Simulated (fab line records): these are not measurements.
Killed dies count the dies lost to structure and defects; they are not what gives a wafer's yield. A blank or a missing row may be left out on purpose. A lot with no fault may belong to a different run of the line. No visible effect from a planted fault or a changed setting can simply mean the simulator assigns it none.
2 desks, one fault :: flow nandHarc :: every desk sees just its own numbers, and what lay behind them comes last

THE METROLOGY DESK
What the gauges read, lot by lot, whatever tool the lot ran on: means of the sampled wafers that have a number. Marked OUT: a lot whose mean sits more than 4 standard deviations from the usual mean, which makes it out of limits; the brackets give that distance.
Columns: A = cdNm at NHARC_P_ZERO_WELL_CD_MEAS_11, usual 499.5 nm; B = cdNm at NHARC_P_ZERO_WELL_CD_MEAS_37, usual 720.6 nm; C = overlayXNm at NHARC_P_STI_OVL_MEAS_10, usual -1 nm; D = overlayYNm at NHARC_P_STI_OVL_MEAS_10, usual -1 nm
lot: L779
first seen here: day 1 21:14
A: 498.2
B: 720.8
C: 1
D: -1

lot: L780
first seen here: day 2 07:14
A: 499.2
B: 720.2
C: 2
D: -5

lot: L782
first seen here: day 3 03:14
A: 499.4
B: 723.4
C: -2
D: -3

lot: L783
first seen here: day 3 13:14
A: 499.9
B: 719.0
C: 0
D: 0

lot: L786
first seen here: day 4 19:14
A: 499.8
B: 720.3
C: 3
D: -3

lot: L790
first seen here: day 6 11:14
A: 498.8
B: 714.5 (-4.7) OUT
C: -3
D: -5

lot: L791
first seen here: day 6 21:14
A: 500.0
B: 714.0 (-5.1) OUT
C: 2
D: 0

lot: L792
first seen here: day 7 07:15
A: 500.3
B: 714.7 (-4.5) OUT
C: 6
D: 3

lot: L793
first seen here: day 7 17:37
A: 500.5
B: 715.0 (-4.3) OUT
C: -5
D: 4

lot: L798
first seen here: day 9 19:14
A: 498.2
B: 720.3
C: -4
D: 5

lot: L799
first seen here: day 10 05:07
A: 499.7
B: 721.5
C: 6
D: -2

lot: L800
first seen here: day 10 15:14
A: 503.3
B: 721.2
C: 1
D: 0
This desk's finding: out of limits on L790, L791, L792, L793; first on L790, day 6 18:17 (cdNm at NHARC_P_ZERO_WELL_CD_MEAS_37). In limits: L779, L780, L782, L783, L786, L798, L799, L800.

THE TOOL OWNER'S DESK: krfScanner-02
The tool's own readings at NHARC_P_ZERO_WELL_EXPOSE_34 (exposes mask P PWELL, target cd 720 nm): means of the sampled wafers that have a number, for each lot that ran on this tool. Marked OUT: a lot whose mean sits more than 4 standard deviations from the usual mean, which makes it out of limits; the brackets give that distance.
Columns: A = exposureDoseMJCm2 at NHARC_P_ZERO_WELL_EXPOSE_34, usual 22.308
lot: L779
first seen here: day 1 23:55
A: 22.314

lot: L780
first seen here: day 2 11:29
A: 22.323

lot: L783
first seen here: day 3 16:07
A: 22.298

lot: L786
first seen here: day 5 02:01
A: 22.302

lot: L790
first seen here: day 6 18:07
A: 21.489 (-41) OUT

lot: L791
first seen here: day 7 00:01
A: 21.504 (-40) OUT

lot: L792
first seen here: day 7 09:57
A: 21.482 (-41) OUT

lot: L793
first seen here: day 7 20:14
A: 21.522 (-39) OUT
This desk's finding: out of limits on L790, L791, L792, L793; first on L790, day 6 18:07 (exposureDoseMJCm2 at NHARC_P_ZERO_WELL_EXPOSE_34). In limits: L779, L780, L783, L786.

BROUGHT TOGETHER
At day 6 18:07, on L790, L791, L792, L793, the tool owner's desk was in a position to raise an alarm.
Metrology desk: alarm possible at day 6 18:17 on L790, L791, L792, L793.
Every lot named ran NHARC_P_ZERO_WELL_EXPOSE_34 on krfScanner-02.

WHAT THE SIMULATOR HAD INSERTED
Process parameters drifting: krfScanner-02 at NHARC_P_ZERO_WELL_EXPOSE_34, beginning at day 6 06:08. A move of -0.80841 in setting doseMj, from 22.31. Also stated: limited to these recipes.
Shown lots that were struck: L790, L791, L792, L793.
Delay (hours) between the fault's onset and each desk's first out-of-limits reading: 12 at the tool owner's desk, 12 at the metrology desk.
